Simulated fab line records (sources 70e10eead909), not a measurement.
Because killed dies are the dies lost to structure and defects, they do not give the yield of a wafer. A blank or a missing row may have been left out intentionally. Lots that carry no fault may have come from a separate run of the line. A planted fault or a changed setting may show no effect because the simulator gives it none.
fab line records	flow nand_harc
[record] lots = 12	wafers = 36	last_day = 24
route steps=1159 shown THIN_TSV@1125 END@1159
lots that met no fault: taken from a fault-free run of the same line
start_h: hours from the record's opening day to when the first of the lot's shown wafers began	wait_h: hours elapsed since this lot's preceding step	" identical to the entry in the row above	L1.1+2: one row covering several wafers at once	- no value, or no start was given	* or withheld: withheld	< > ~ a bound
route shown NAME@n: names a module that has steps shown in the file, with the first one's number in the route	usual: average and standard deviation across the fault-free wafers	same: alike in all rows	chamber/n: place in a boat	sites: readings site by site	_std_site: their standard deviation	_edge_site: the outer-site mean with the inner-site mean subtracted	radius_mm: how far each site lies from the wafer's centre	mask NAME#n: copy n	behind: the most recent tool/chamber to have shaped the wafer	hold: what put the lot on hold/how long, in hours/how the hold closed	device: the transistor (n, p or np) that didn't switch	end of line: tests run on the same wafers once the route is complete	for a step that has no rows: nothing shown but its recipe	killed: not the wafer's yield, but the dies lost to structure and defects at the first sort	map: a wafer's dies, marking killed ones x, the rest . and places with no die _
set.NAME: the run value of the setting; set.NAME@STEP: its run value at that earlier step	model.NAME: the simulator's own value behind a step, which no gauge read
a sample of lots followed through the steps of the route, with each step as a table and each wafer as a row
services: from which hour (start_h, from the record's first day; less than 0 if before it) a tool's chamber was out of use, for how many hours, and why
[[steps]]
[step NHARC_THIN_TSV_ETCHBACK_48]
[recipe] target_depth_a = 10285	over_etch_frac = 0.3	time_s = 405.17	ion_energy_ev = 250	c4f8_flow_sccm = withheld	ar_flow_sccm = withheld	rf_w = 600	bias_w = 300	chemistry = C4F8/Ar
[usual] chamber_pressure_mTorr = 25.000/0.024	oes_product_au = 0.95/0.032	rf_vpp_V = 546/4.1
lot.wafer	tool	chamber	start_h	wait_h	chamber_pressure_mTorr	oes_product_au	rf_hours_counter_h	rf_vpp_V
L433.1	rie_diel-02	3	419.23	-	24.963	0.98	9	542
L433.4	"	1	"	"	25.002	0.98	8	542
L433.6	"	0	"	"	25.021	1.00	-	552
L434.4	rie_diel-03	2	434.20	-	25.023	0.93	2	551
L434.3	"	3	"	"	25.027	0.95	2	545
L434.6	"	0	"	"	24.985	0.96	-	551
L435.3	rie_diel-02	2	435.36	-	25.023	0.93	11	542
L435.6	"	1	"	"	24.974	0.92	-	542
L435.5	"	2	"	"	24.987	0.93	-	541
L437.4	rie_diel-03	1	465.55	-	24.999	0.92	5	542
L437.6	"	0	"	"	25.006	0.94	-	549
L437.5	"	1	"	"	25.014	0.92	-	541
L438.1	rie_diel-02	1	466.59	-	24.994	0.90	13	544
L438.5	"	1	"	"	24.982	0.92	-	543
L438.6	"	2	"	"	24.987	0.91	-	543
L439.4	rie_diel-12	3	474.50	-	24.965	0.98	6	551
L439.2	"	0	"	"	25.012	0.91	7	550
L439.3	"	1	"	"	24.955	0.92	7	547
L442.1	rie_diel-03	3	493.02	-	24.997	0.92	6	544
L442.3	"	0	"	"	25.021	0.93	7	548
L442.5	"	3	"	"	24.973	0.93	-	545
L451.3	rie_diel-12	0	541.74	-	24.987	0.94	13	549
L451.4	"	1	"	"	24.985	0.92	13	548
L451.1	"	3	"	"	24.988	0.95	12	551
L453.1	rie_diel-02	3	549.99	-	25.024	0.92	4	542
L453.2	"	0	"	"	25.047	0.90	4	551
L453.5	"	1	"	"	24.987	0.93	-	542
L454.3	rie_diel-02	1	556.17	-	24.985	0.94	4	541
L454.5	"	2	"	"	24.994	0.94	-	543
L454.6	"	3	"	"	24.997	0.93	-	542
L452.4	rie_diel-02	1	557.30	-	24.963	0.94	4	541
L452.1	"	0	"	"	25.048	0.92	4	553
L452.6	"	1	"	"	25.032	0.94	-	543
L456.4	rie_diel-02	2	569.01	-	24.988	0.93	6	542
L456.3	"	3	"	"	24.999	0.93	6	541
L456.5	"	0	"	"	25.052	0.92	-	552
[step NHARC_THIN_TSV_DEGAS_49]
[recipe] temp_c = 300	time_s = 120
[usual] heater_power_w = 465/33
lot.wafer	tool	chamber	start_h	wait_h	heater_power_w
L433.4	pvd_sputter-03	-	419.76	0.1	439
L433.1	"	-	"	"	491
L433.6	"	-	"	"	448
L434.4	pvd_sputter-02	-	434.65	0.1	443
L434.3	"	-	"	"	470
L434.6	"	-	"	"	466
L435.3	pvd_sputter-01	-	435.87	0.1	539
L435.5	"	-	"	"	447
L435.6	"	-	"	"	409
L437.4	pvd_sputter-01	-	466.36	0.1	457
L437.5	"	-	"	"	458
L437.6	"	-	"	"	411
L438.1	pvd_sputter-01	-	467.11	0.1	500
L438.6	"	-	"	"	489
L438.5	"	-	"	"	459
L439.2	pvd_sputter-01	-	475.04	0.1	494
L439.3	"	-	"	"	479
L439.4	"	-	"	"	399
L442.3	pvd_sputter-02	-	493.55	0.1	465
L442.1	"	-	"	"	430
L442.5	"	-	"	"	448
L451.4	pvd_sputter-02	-	542.86	0.1	451
L451.3	"	-	"	"	469
L451.1	"	-	"	"	460
L453.2	pvd_sputter-02	-	550.45	0.1	481
L453.1	"	-	"	"	484
L453.5	"	-	"	"	463
L454.3	pvd_sputter-02	-	556.81	0.1	474
L454.5	"	-	"	"	474
L454.6	"	-	"	"	480
L452.4	pvd_sputter-02	-	557.83	0.1	445
L452.1	"	-	"	"	446
L452.6	"	-	"	"	452
L456.4	pvd_sputter-01	-	569.47	0.1	505
L456.3	"	-	"	"	539
L456.5	"	-	"	"	506
[step NHARC_THIN_TSV_CMP_21]
[recipe] t_overpolish_s = 30	target_thk_nm = 2000
[usual] motor_current_A = 12.3/1.1	overpolish_run_s = 30.000/0.0081
lot.wafer	tool	chamber	start_h	wait_h	motor_current_A	overpolish_run_s
L433.1	cmp-02	0	421.54	-	12.1	29.995
L433.4	"	2	"	"	13.3	29.999
L433.6	"	3	"	"	12.3	30.003
L434.3	cmp-03	1	436.18	-	12.5	29.981
L434.4	"	0	"	"	13.1	29.995
L434.6	"	1	"	"	11.7	30.017
L435.3	cmp-03	1	437.47	-	12.7	29.992
L435.5	"	2	"	"	12.7	29.985
L435.6	"	3	"	"	12.6	30.000
L437.4	cmp-02	3	468.08	-	11.9	30.001
L437.5	"	0	"	"	11.8	29.998
L437.6	"	1	"	"	10.3	30.021
L438.1	cmp-01	0	468.73	-	13.4	30.002
L438.6	"	1	"	"	12.8	29.998
L438.5	"	2	"	"	10.2	29.983
L439.4	cmp-03	3	476.55	-	13.4	30.009
L439.2	"	0	"	"	13.2	30.023
L439.3	"	1	"	"	12.8	30.004
L442.1	cmp-03	1	495.13	-	11.9	30.003
L442.3	"	2	"	"	12.6	29.998
L442.5	"	0	"	"	12.8	29.996
L451.1	cmp-02	1	544.41	-	10.5	29.991
L451.4	"	2	"	"	13.3	29.999
L451.3	"	3	"	"	12.2	29.994
L453.2	cmp-02	2	552.01	-	12.9	29.999
L453.1	"	3	"	"	11.8	30.001
L453.5	"	1	"	"	10.3	30.005
L454.3	cmp-02	0	558.44	-	10.8	29.998
L454.6	"	1	"	"	10.4	30.000
L454.5	"	2	"	"	12.5	30.006
L452.1	cmp-03	2	559.45	-	13.1	30.007
L452.4	"	0	"	"	12.7	29.993
L452.6	"	1	"	"	12.8	29.994
L456.4	cmp-02	0	571.03	-	12.0	29.997
L456.3	"	1	"	"	9.8	29.994
L456.5	"	3	"	"	11.6	30.003
[step NHARC_THIN_TSV_STRIP_57]
[recipe] time_s = 1200	temp_c = 72.5	chemistry = post_etch_residue_remover
[usual] bath_guard_temp_C = 72.6/0.44	bath_heat_duty_pct = 14.4/1.5
lot.wafer	tool	chamber	start_h	wait_h	bath_guard_temp_C	bath_heat_duty_pct
L433.4	wet_bench-08	7	424.11	0.2	72.9	13.2
L433.6	"	0	"	"	73.0	13.1
L433.1	"	4	"	"	71.8	14.5
L434.6	wet_bench-10	7	439.04	0.1	72.6	15.6
L434.3	"	0	"	"	73.3	18.9
L434.4	"	1	"	"	73.2	14.2
L435.6	wet_bench-10	5	440.02	0.1	72.5	14.3
L435.3	"	6	"	"	72.2	14.5
L435.5	"	0	"	"	73.2	17.3
L437.6	wet_bench-08	4	470.61	0.1	72.0	14.0
L437.4	"	5	"	"	72.9	14.8
L437.5	"	1	"	"	72.9	12.7
L438.6	wet_bench-10	2	471.14	0.1	73.2	14.7
L438.5	"	3	"	"	72.4	13.4
L438.1	"	5	"	"	72.3	15.3
L439.4	wet_bench-10	2	479.17	0.2	72.8	14.0
L439.3	"	4	"	"	72.9	12.7
L439.2	"	5	"	"	72.2	14.7
L442.3	wet_bench-08	2	497.67	0.2	72.8	16.5
L442.5	"	4	"	"	71.8	13.3
L442.1	"	6	"	"	71.6	13.7
L451.3	wet_bench-10	7	546.86	0.2	-	-
L451.4	"	1	"	"	-	-
L451.1	"	3	"	"	-	-
L453.2	wet_bench-08	4	554.59	0.3	71.8	14.3
L453.1	"	5	"	"	73.2	14.2
L453.5	"	7	"	"	73.1	12.4
L454.3	wet_bench-10	6	560.96	0.2	72.4	15.3
L454.5	"	7	"	"	72.6	15.2
L454.6	"	0	"	"	73.5	18.1
L452.6	wet_bench-10	4	562.01	0.1	-	-
L452.4	"	7	"	"	-	-
L452.1	"	1	"	"	-	-
L456.3	wet_bench-10	1	573.60	0.2	72.4	14.5
L456.5	"	2	"	"	73.1	13.4
L456.4	"	3	"	"	72.2	14.5
[step NHARC_END_SORT_01]
[recipe] temp_c = 25
[usual] defect_limited_yield = 95.2/1.9	killed_at_array = 29/13	killed_at_other = 0.7/1	killed_at_periphery = 3.2/2.3	killed_dies = 33/13	killed_open = 3.3/1.7	killed_short = 2.0/1.5	sort_bin_2_pct = 1.5/0.8	sort_bin_3_pct = 0.27/0.22	sort_bin_4_pct = 3.0/1.1	sort_n_pass = 644/13	sort_rim_yield_pct = 96.0/2.9	sort_yield_pct = 95.2/1.9
[same] gross_dies = 677	sort_bin_5_pct[%] = 0	sort_bin_6_pct[%] = 0	sort_bin_7_pct[%] = 0	sort_bin_8_pct[%] = 0	sort_rim_n_gross = 106.00
lot.wafer	tool	chamber	start_h	wait_h	defect_limited_yield[%]	killed_at_array	killed_at_other	killed_at_periphery	killed_dies	killed_open	killed_short	sort_bin_2_pct[%]	sort_bin_3_pct[%]	sort_bin_4_pct[%]	sort_n_pass	sort_rim_yield_pct[%]	sort_yield_pct[%]
L433.1	prober-02	0	438.24	2.5	96.6	22	0	1	23	3	1	0.7	0.44	2.2	654	98.1	96.6
L433.4	prober-02	0	440.64	3.4	96.6	19	0	4	23	4	2	1.8	0.15	1.5	654	93.4	96.6
L433.6	prober-02	0	442.24	4.0	95.7	25	1	3	29	5	2	1.6	0.15	2.5	648	99.1	95.7
L434.3	prober-01	0	448.48	3.1	96.5	22	0	2	24	2	4	0.6	0.15	2.8	653	97.2	96.5
L434.4	prober-01	0	449.27	3.4	96.2	20	0	6	26	4	1	1.6	0.15	2.1	651	99.1	96.2
L434.6	prober-01	0	450.86	4.0	96.0	24	0	3	27	3	3	1.2	0.30	2.5	650	97.2	96.0
L435.3	prober-01	0	456.31	3.1	96.9	19	0	2	21	2	2	0.7	0.30	2.1	656	97.2	96.9
L435.5	prober-01	0	457.91	3.7	96.9	18	1	2	21	2	3	0.3	0.30	2.5	656	94.3	96.9
L435.6	prober-01	0	458.71	4.0	95.1	32	0	1	33	3	2	1.2	0.74	3.0	644	98.1	95.1
L438.1	prober-01	0	478.59	2.5	97.9	13	0	1	14	4	2	0.7	0	1.3	663	99.1	97.9
L438.5	prober-01	0	481.80	3.7	97.0	15	1	4	20	7	1	1.0	0.15	1.8	657	97.2	97.0
L438.6	prober-01	0	482.61	4.0	97.5	14	0	3	17	4	4	0.9	0	1.6	660	97.2	97.5
L437.4	prober-02	0	480.98	3.4	95.6	27	0	3	30	2	1	1.6	0.15	2.7	647	96.2	95.6
L437.5	prober-02	0	481.78	3.7	96.2	25	0	1	26	4	2	0.7	0	3.1	651	90.6	96.2
L437.6	prober-02	0	482.58	4.0	94.8	34	0	1	35	2	1	1.0	0.30	3.8	642	99.1	94.8
L439.2	prober-02	0	487.94	2.8	96.3	24	0	1	25	4	0	1.0	0.44	2.2	652	98.1	96.3
L439.3	prober-02	0	488.74	3.1	95.4	27	0	4	31	3	5	1.0	0.44	3.1	646	96.2	95.4
L439.4	prober-02	0	489.53	3.4	96.0	23	0	4	27	3	1	1.6	0.15	2.2	650	93.4	96.0
L442.1	prober-02	0	505.63	2.5	92.9	47	0	1	48	3	0	2.2	0.15	4.7	629	99.1	92.9
L442.3	prober-02	0	507.21	3.1	93.2	45	0	1	46	5	2	2.2	0.44	4.1	631	93.4	93.2
L442.5	prober-02	0	508.79	3.7	93.8	41	0	1	42	5	2	2.1	0.15	4.0	635	97.2	93.8
L451.1	prober-02	0	554.61	2.5	95.3	27	0	5	32	1	3	1.3	0.44	3.0	645	91.5	95.3
L451.3	prober-02	0	556.23	3.1	93.8	39	0	3	42	7	1	2.7	0.15	3.4	635	92.5	93.8
L451.4	prober-02	0	557.04	3.4	93.8	41	0	1	42	2	3	1.6	0.59	4.0	635	97.2	93.8
L453.1	prober-02	0	564.50	2.5	89.8	64	3	2	69	3	2	3.4	0.30	6.5	608	92.5	89.8
L453.2	prober-02	0	565.30	2.8	91.7	50	1	5	56	4	1	3.4	0.30	4.6	621	97.2	91.7
L453.5	prober-02	0	567.70	3.7	92.0	50	0	4	54	5	2	3.5	0.30	4.1	623	89.6	92.0
L452.1	prober-01	0	572.27	2.5	91.6	56	0	1	57	3	1	2.8	0.59	5.0	620	98.1	91.6
L452.4	prober-01	0	574.68	3.4	92.5	50	0	1	51	2	1	2.2	1.03	4.3	626	93.4	92.5
L452.6	prober-01	0	576.28	4.0	92.5	50	0	1	51	2	1	2.4	0.30	4.9	626	94.3	92.5
L454.3	prober-02	0	573.85	3.1	96.6	19	1	3	23	6	3	0.9	0.15	2.4	654	89.6	96.6
L454.5	prober-02	0	575.45	3.7	97.3	14	1	3	18	6	0	0.7	0.15	1.8	659	97.2	97.3
L454.6	prober-02	0	576.25	4.0	97.9	11	0	3	14	2	0	0.1	0	1.9	663	97.2	97.9
L456.3	prober-01	0	581.94	3.1	95.4	28	0	3	31	5	5	1.3	0.15	3.1	646	92.5	95.4
L456.4	prober-01	0	582.73	3.4	93.9	33	2	6	41	5	4	1.8	0.59	3.7	636	98.1	93.9
L456.5	prober-01	0	583.52	3.7	95.1	24	2	7	33	2	2	1.5	0.30	3.1	644	90.6	95.1
// killed by level:class
L433.1 A_SLIT:chamber_film_flake=12 A_STAIRCASE:chamber_film_flake=3 A_CONTACT:geometric_particle:open=2 A_WL_FILL:chamber_film_flake=2 P_M0:geometric_particle:open=1 A_ONON_D1:geometric_particle:short=1 A_ZERO_WELL:chamber_film_flake=1 A_CONTACT:chamber_film_flake=1
L433.4 A_SLIT:chamber_film_flake=5 A_STAIRCASE:chamber_film_flake=3 A_WL_FILL:chamber_film_flake=3 P_GATE:chamber_film_flake=2 A_CHANNEL_HOLE_D1:chamber_film_flake=2 P_GATE:geometric_particle:open=1 P_CONTACT:geometric_particle:open=1 A_ONON_D1:geometric_particle:short=1
L433.6 A_SLIT:chamber_film_flake=10 A_CONTACT:chamber_film_flake=5 A_CHANNEL_HOLE_D1:chamber_film_flake=2 A_M0:chamber_film_flake=2 P_GATE:geometric_particle:short=1 P_CONTACT:geometric_particle:open=1 A_WL_FILL:geometric_particle:short=1 A_CONTACT:geometric_particle:open=1
L434.3 A_CHANNEL_HOLE_D1:chamber_film_flake=8 A_ZERO_WELL:chamber_film_flake=3 A_CONTACT:chamber_film_flake=3 A_CHANNEL_FILL_D1:geometric_particle:short=2 P_CONTACT:geometric_particle:open=1 A_ONON_D1:geometric_particle:short=1 A_CHANNEL_HOLE_D1:geometric_particle:open=1 A_WL_FILL:geometric_particle:short=1
L434.4 A_CHANNEL_HOLE_D1:chamber_film_flake=16 P_CONTACT:geometric_particle:open=2 P_M2:chamber_film_flake=2 A_STAIRCASE:chamber_film_flake=2 P_M0:geometric_particle:open=1 A_ONON_D1:geometric_particle:open=1 A_CHANNEL_FILL_D1:geometric_particle:short=1 P_STI:chamber_film_flake=1
L434.6 A_CHANNEL_HOLE_D1:chamber_film_flake=12 A_STAIRCASE:chamber_film_flake=3 P_CONTACT:chamber_film_flake=2 A_SGD_CUT:geometric_particle:open=1 A_SGD_CUT:geometric_particle:short=1 A_WL_FILL:geometric_particle:short=1 A_WL_FILL:geometric_particle:open=1 A_CONTACT:geometric_particle:short=1
L435.3 A_SLIT:chamber_film_flake=6 A_CHANNEL_HOLE_D1:chamber_film_flake=5 A_CONTACT:chamber_film_flake=2 A_CHANNEL_HOLE_D1:geometric_particle:short=1 A_CONTACT:geometric_particle:open=1 A_M0:geometric_particle:open=1 A_M1:geometric_particle:short=1 P_GATE:chamber_film_flake=1
L435.5 A_SLIT:chamber_film_flake=7 A_CHANNEL_HOLE_D1:chamber_film_flake=2 A_STAIRCASE:chamber_film_flake=2 A_CONTACT:chamber_film_flake=2 P_M0:geometric_particle:open=1 A_ONON_D1:geometric_particle:short=1 A_CHANNEL_FILL_D1:geometric_particle:short=1 A_CHANNEL_FILL_D1:geometric_particle:open=1
L435.6 A_SLIT:chamber_film_flake=16 A_CHANNEL_HOLE_D1:chamber_film_flake=4 A_STAIRCASE:chamber_film_flake=3 A_CONTACT:chamber_film_flake=3 A_ONON_D1:geometric_particle:open=2 A_WL_FILL:geometric_particle:short=2 A_M1:geometric_particle:open=1 P_GATE:chamber_film_flake=1
L438.1 A_CONTACT:geometric_particle:open=2 A_CHANNEL_HOLE_D1:chamber_film_flake=2 A_STAIRCASE:chamber_film_flake=2 A_CONTACT:chamber_film_flake=2 P_M0:geometric_particle:open=1 A_ONON_D1:geometric_particle:short=1 A_CHANNEL_FILL_D1:geometric_particle:open=1 A_CONTACT:geometric_particle:short=1
L437.4 A_CHANNEL_HOLE_D1:chamber_film_flake=10 A_SLIT:chamber_film_flake=7 A_CONTACT:chamber_film_flake=6 A_STAIRCASE:chamber_film_flake=2 P_M0:geometric_particle:open=1 A_ONON_D1:geometric_particle:short=1 A_CHANNEL_HOLE_D1:geometric_particle:open=1 P_ZERO_WELL:chamber_film_flake=1
L437.5 A_CHANNEL_HOLE_D1:chamber_film_flake=10 A_SLIT:chamber_film_flake=7 A_CHANNEL_FILL_D1:geometric_particle:short=2 A_WL_FILL:geometric_particle:open=2 A_CONTACT:geometric_particle:open=1 A_M1:geometric_particle:open=1 P_ZERO_WELL:chamber_film_flake=1 A_CHANNEL_FILL_D1:chamber_film_flake=1
L438.5 A_STAIRCASE:chamber_film_flake=5 A_CHANNEL_HOLE_D1:chamber_film_flake=3 A_M0:geometric_particle:open=2 P_ZERO_WELL:geometric_particle:open=1 P_M0:geometric_particle:open=1 P_M2:geometric_particle:open=1 A_CHANNEL_HOLE_D1:geometric_particle:open=1 A_CONTACT:geometric_particle:open=1
L437.6 A_SLIT:chamber_film_flake=15 A_CHANNEL_HOLE_D1:chamber_film_flake=13 A_CONTACT:chamber_film_flake=3 P_CONTACT:geometric_particle:open=1 A_CHANNEL_FILL_D1:geometric_particle:open=1 A_BLC:geometric_particle:short=1 A_STAIRCASE:chamber_film_flake=1
L438.6 A_STAIRCASE:chamber_film_flake=4 A_CHANNEL_HOLE_D1:chamber_film_flake=3 P_CONTACT:geometric_particle:open=1 P_M0:geometric_particle:open=1 A_ONON_D1:geometric_particle:short=1 A_CHANNEL_FILL_D1:geometric_particle:short=1 A_CHANNEL_FILL_D1:geometric_particle:open=1 A_SGD_CUT:geometric_particle:short=1
L439.2 A_SLIT:chamber_film_flake=9 A_STAIRCASE:chamber_film_flake=7 A_CHANNEL_HOLE_D1:chamber_film_flake=3 A_CONTACT:chamber_film_flake=2 P_M0:geometric_particle:open=1 A_ONON_D1:geometric_particle:open=1 A_SGD_CUT:geometric_particle:open=1 A_M0:geometric_particle:open=1
L439.3 A_SLIT:chamber_film_flake=8 A_STAIRCASE:chamber_film_flake=5 A_CONTACT:chamber_film_flake=5 P_STI:chamber_film_flake=2 A_CHANNEL_HOLE_D1:chamber_film_flake=2 P_CONTACT:geometric_particle:short=1 A_SOURCE_PLATE:geometric_particle:short=1 A_ONON_D1:geometric_particle:short=1
L439.4 A_SLIT:chamber_film_flake=10 A_CONTACT:chamber_film_flake=4 P_STI:chamber_film_flake=3 A_CHANNEL_HOLE_D1:chamber_film_flake=3 A_STAIRCASE:chamber_film_flake=2 A_ONON_D1:geometric_particle:short=1 A_CHANNEL_FILL_D1:geometric_particle:open=1 A_CONTACT:geometric_particle:open=1
L442.1 A_SLIT:chamber_film_flake=19 A_CHANNEL_HOLE_D1:chamber_film_flake=11 A_CONTACT:chamber_film_flake=8 A_STAIRCASE:chamber_film_flake=5 A_M0:geometric_particle:open=2 A_M1:geometric_particle:open=1 P_STI:chamber_film_flake=1 A_BLC:chamber_film_flake=1
L442.3 A_CHANNEL_HOLE_D1:chamber_film_flake=16 A_SLIT:chamber_film_flake=9 A_CONTACT:chamber_film_flake=7 A_STAIRCASE:chamber_film_flake=5 P_M1:geometric_particle:open=1 A_CHANNEL_FILL_D1:geometric_particle:open=1 A_WL_FILL:geometric_particle:short=1 A_BLC:geometric_particle:open=1
L442.5 A_SLIT:chamber_film_flake=17 A_CHANNEL_HOLE_D1:chamber_film_flake=14 A_STAIRCASE:chamber_film_flake=2 P_CONTACT:geometric_particle:open=1 A_SOURCE_PLATE:geometric_particle:short=1 A_ONON_D1:geometric_particle:open=1 A_CHANNEL_FILL_D1:geometric_particle:short=1 A_CHANNEL_FILL_D1:geometric_particle:open=1
L451.1 A_CONTACT:chamber_film_flake=11 A_SLIT:chamber_film_flake=7 A_CHANNEL_HOLE_D1:chamber_film_flake=6 P_GATE:chamber_film_flake=4 P_M2:geometric_particle:short=1 A_CHANNEL_HOLE_D1:geometric_particle:short=1 A_WL_FILL:geometric_particle:short=1 A_CONTACT:geometric_particle:open=1
L451.3 A_SLIT:chamber_film_flake=12 A_CONTACT:chamber_film_flake=11 A_CHANNEL_HOLE_D1:chamber_film_flake=8 A_CHANNEL_FILL_D1:geometric_particle:open=2 P_GATE:geometric_particle:open=1 P_M1:geometric_particle:open=1 A_WL_FILL:geometric_particle:open=1 A_CONTACT:geometric_particle:open=1
L451.4 A_SLIT:chamber_film_flake=23 A_CONTACT:chamber_film_flake=10 A_WL_FILL:geometric_particle:short=2 A_ONON_D1:geometric_particle:short=1 A_WL_FILL:geometric_particle:open=1 A_CONTACT:geometric_particle:open=1 P_GATE:chamber_film_flake=1 A_CHANNEL_HOLE_D1:chamber_film_flake=1
L453.1 A_CHANNEL_HOLE_D1:chamber_film_flake=32 A_SLIT:chamber_film_flake=15 A_M1:chamber_film_flake=5 A_CONTACT:chamber_film_flake=3 A_BLC:chamber_film_flake=3 A_WL_FILL:geometric_particle:short=2 A_ZERO_WELL:chamber_film_flake=2 THIN_TSV:chamber_film_flake=2
L453.2 A_SLIT:chamber_film_flake=19 A_CHANNEL_HOLE_D1:chamber_film_flake=17 A_M1:chamber_film_flake=4 A_WL_FILL:geometric_particle:open=2 P_M0:chamber_film_flake=2 A_ZERO_WELL:chamber_film_flake=2 A_CONTACT:chamber_film_flake=2 A_BLC:chamber_film_flake=2
L453.5 A_CHANNEL_HOLE_D1:chamber_film_flake=19 A_SLIT:chamber_film_flake=16 A_CONTACT:geometric_particle:open=4 P_M0:chamber_film_flake=3 A_BLC:chamber_film_flake=3 A_CONTACT:chamber_film_flake=2 A_M1:chamber_film_flake=2 P_CONTACT:geometric_particle:short=1
L452.1 A_SLIT:chamber_film_flake=25 A_CHANNEL_HOLE_D1:chamber_film_flake=21 A_CONTACT:chamber_film_flake=4 A_CONTACT:geometric_particle:open=2 A_WL_FILL:chamber_film_flake=2 A_ONON_D1:geometric_particle:short=1 A_M0:geometric_particle:open=1 P_BONDPAD:chamber_film_flake=1
L454.3 A_CHANNEL_HOLE_D1:chamber_film_flake=8 A_CONTACT:geometric_particle:open=2 A_M0:geometric_particle:open=2 A_CONTACT:chamber_film_flake=2 P_M1:geometric_particle:short=1 P_M2:geometric_particle:open=1 A_CHANNEL_HOLE_D1:geometric_particle:short=1 A_CHANNEL_FILL_D1:geometric_particle:open=1
L452.4 A_CHANNEL_HOLE_D1:chamber_film_flake=22 A_SLIT:chamber_film_flake=11 A_CONTACT:chamber_film_flake=11 A_CHANNEL_FILL_D1:chamber_film_flake=2 A_CHANNEL_FILL_D1:geometric_particle:open=1 A_CHANNEL_FILL_D1:geometric_particle:short=1 A_CONTACT:geometric_particle:open=1 P_STI:chamber_film_flake=1
L454.5 A_CHANNEL_HOLE_D1:chamber_film_flake=6 A_WL_FILL:chamber_film_flake=3 A_M0:geometric_particle:open=2 P_GATE:geometric_particle:open=1 P_M0:geometric_particle:open=1 A_CHANNEL_HOLE_D1:geometric_particle:open=1 A_CONTACT:geometric_particle:open=1 P_GATE:chamber_film_flake=1
L454.6 A_CHANNEL_HOLE_D1:chamber_film_flake=5 A_WL_FILL:chamber_film_flake=3 P_STI:chamber_film_flake=2 P_M0:geometric_particle:open=1 A_BLC:geometric_particle:open=1 A_STAIRCASE:chamber_film_flake=1 A_CONTACT:chamber_film_flake=1
L452.6 A_CHANNEL_HOLE_D1:chamber_film_flake=21 A_SLIT:chamber_film_flake=12 A_CONTACT:chamber_film_flake=9 A_CONTACT:geometric_particle:open=2 A_CHANNEL_FILL_D1:chamber_film_flake=2 A_M1:chamber_film_flake=2 A_CHANNEL_FILL_D1:geometric_particle:short=1 P_STI:chamber_film_flake=1
L456.3 A_SLIT:chamber_film_flake=12 A_CHANNEL_HOLE_D1:chamber_film_flake=6 A_ONON_D1:geometric_particle:short=2 P_CONTACT:geometric_particle:short=1 A_CHANNEL_HOLE_D1:geometric_particle:short=1 A_CHANNEL_FILL_D1:geometric_particle:open=1 A_SGD_CUT:geometric_particle:open=1 A_WL_FILL:geometric_particle:open=1
L456.4 A_SLIT:chamber_film_flake=21 A_CHANNEL_HOLE_D1:chamber_film_flake=4 A_STAIRCASE:chamber_film_flake=2 THIN_TSV:chamber_film_flake=2 P_CONTACT:geometric_particle:short=1 P_CONTACT:geometric_particle:open=1 P_M0:geometric_particle:short=1 P_M0:geometric_particle:open=1
L456.5 A_SLIT:chamber_film_flake=14 A_STAIRCASE:chamber_film_flake=3 P_STI:chamber_film_flake=2 P_GATE:chamber_film_flake=2 THIN_TSV:chamber_film_flake=2 A_WL_FILL:geometric_particle:short=1 A_CONTACT:geometric_particle:open=1 A_BLC:geometric_particle:open=1
[[services]]
tool	chamber	start_h	hours	kind
rie_diel-03	-	408.10	0.9	repair
wet_bench-08	-	408.84	8.0	pm
pvd_sputter-01	-	413.62	4.7	repair
pvd_sputter-02	-	416.34	1.0	repair
pvd_sputter-02	-	420.97	1.0	repair
cmp-02	-	422.63	4.0	pm
wet_bench-10	-	423.20	8.0	pm
cmp-03	-	453.80	4.0	pm
cmp-03	-	462.32	0.6	repair
cmp-02	-	479.15	0.6	repair
cmp-02	-	482.88	1.0	repair
cmp-03	-	488.37	0.3	repair
wet_bench-10	-	497.53	0.6	repair
rie_diel-02	-	504.70	9.0	pm
pvd_sputter-02	-	508.30	4.1	repair
cmp-02	-	511.54	0.9	repair
pvd_sputter-01	-	514.02	10.0	pm
cmp-03	-	514.11	0.7	repair
cmp-02	-	520.64	4.0	pm
cmp-02	-	528.40	1.2	repair
wet_bench-10	-	548.09	3.5	repair
cmp-03	-	551.80	4.0	pm
pvd_sputter-02	-	560.28	5.3	repair
pvd_sputter-02	-	570.05	10.0	pm
[[key]]
[first_sign] step = NHARC_THIN_TSV_STRIP_57	reading = tool_record	direction = missing
effect none on later readings
met_at NHARC_THIN_TSV_STRIP_57
struck_lots L451,L452
not_acting_at NHARC_THIN_TSV_ETCHBACK_48,NHARC_THIN_TSV_DEGAS_49,NHARC_THIN_TSV_CMP_21
onset_between 479.17 546.86
[fault] kind = skipped_step_whole	tool = wet_bench-10	chamber = -	onset_h = 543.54	steps = NHARC_THIN_TSV_STRIP_57	scope = struck_lots_only
